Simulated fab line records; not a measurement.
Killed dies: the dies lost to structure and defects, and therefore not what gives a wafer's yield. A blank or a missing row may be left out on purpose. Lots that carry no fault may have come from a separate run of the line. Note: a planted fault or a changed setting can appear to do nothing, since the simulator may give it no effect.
Struck lot and sound lot, side by side | flow n5_finfet | 15 out of 1938 route steps
Sound: the wafers L684.1, L684.4, L684.5. Struck: wafer L686.3 (left out: L686.4, L686.5 of the same lot, which were not struck); the cause appears at the end.
At each step with rows: each side's tool, then ch and its chambers, then its first start. Under that, the readings that differ: sound wafers | struck wafers | difference of the means | sigmas: that difference in standard deviations of wafers without a fault.
alike: a reading whose means differ by less than 2 such deviations, as well as words and numbers matching on both sides. not compared: withheld readings; readings where some wafer has no value; bounds like >300 that might hide an equal value; numbers whose values overlap and for which the record gives no deviation.
Wherever a step has rows on one side only, a row that says differs or no value, or a row with sigmas, the two part there. When numbers do not overlap yet have no deviation, they are printed without sigmas and do not part them. A reading that every wafer of one side lacks parts them only if that side has two wafers or more.

first, 8 steps without rows for these wafers: N5_BEOL_M11_COAT_63 (time 60 s, resist thk 100 nm); N5_BEOL_M11_COAT_64 (time 60 s, resist thk 30 nm); N5_BEOL_M11_COAT_22 (resist thk 90 nm); N5_BEOL_M11_EBR_24; N5_BEOL_M11_SOFTBAKE_23 (time 60 s); N5_BEOL_M11_EXPOSE_25 (exposes mask V10); N5_BEOL_M11_PEB_26 (peb time 60 s); N5_BEOL_M11_DEVELOP_27 (develop time 30 s).
N5_BEOL_M11_CD_MEAS_28: the cd target is 70 nm.
  sound on cd_sem-03 ch 0, day 12 19:26; struck on cd_sem-01 ch 0, day 13 04:53
  alike: cd_nm
N5_BEOL_M11_OVL_MEAS_29:
  sound on overlay-02 ch 0, day 12 19:28; struck on overlay-01 ch 0, day 13 04:55
  alike: V10_OVL
N5_BEOL_M11_INSPECT_30: inspects for defects (brightfield).
  sound on defect_inspect-02, day 12 19:29; struck on defect_inspect-02, day 13 04:56
  alike: raw_defect_count
N5_BEOL_M11_DESCUM_33: chemistry O2, time 7.9 s.
  sound on rie_diel-06 ch 1,3, day 12 19:32; struck on rie_diel-06 ch 3, day 13 05:29
  alike: drypump_motor_current_A, oes_product_au, rf_vpp_V, showerhead_plenum_p_Torr, throttle_valve_pct
  not compared: rf_hours_counter_h
N5_BEOL_M11_ETCH_65: etches SiARC in CF4, target depth 39 nm, time 65 s.
  sound on rie_diel-06 ch 1,3, day 12 19:35; struck on rie_diel-06 ch 3, day 13 05:31
  reading               | sound          | struck | difference | sigmas
  etch_rf_on_time_s (s) | 64.7 65.0 64.6 | 128.1  | +63.3      | +37
  alike: drypump_motor_current_A, oes_product_au, rf_vpp_V, showerhead_plenum_p_Torr, throttle_valve_pct
  not compared: rf_hours_counter_h
N5_BEOL_M11_ETCH_66: etches SOC in N2/H2, target depth 120 nm, overetch 24 nm, time 180 s.
  sound on rie_diel-06 ch 1,3, day 12 19:38; struck on rie_diel-06 ch 3, day 13 05:34
  alike: drypump_motor_current_A, oes_product_au, rf_vpp_V, showerhead_plenum_p_Torr, throttle_valve_pct
  not compared: rf_hours_counter_h
N5_PASSIVATION_PROBE_49:
  sound on prober-01, day 14 21:34; struck on prober-01, day 14 23:27
  alike: defect_limited_yield, killed_at_M0_to_M3, killed_at_M4_up, killed_at_contacts, killed_at_front_end, killed_at_other, killed_dies, killed_open, killed_short, sort_bin_5_function, sort_bin_6_memory, sort_bin_8_speed, sort_n_pass, sort_yield_pct

## WHERE THEY PART
Only at N5_BEOL_M11_ETCH_65, within this record. Later steps at which nothing parts them and some readings are alike: N5_BEOL_M11_ETCH_66, N5_PASSIVATION_PROBE_49.

WHY: the cause the simulator had injected
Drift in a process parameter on rie_diel-06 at N5_BEOL_M11_ETCH_65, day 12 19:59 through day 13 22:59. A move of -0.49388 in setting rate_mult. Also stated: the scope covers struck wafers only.
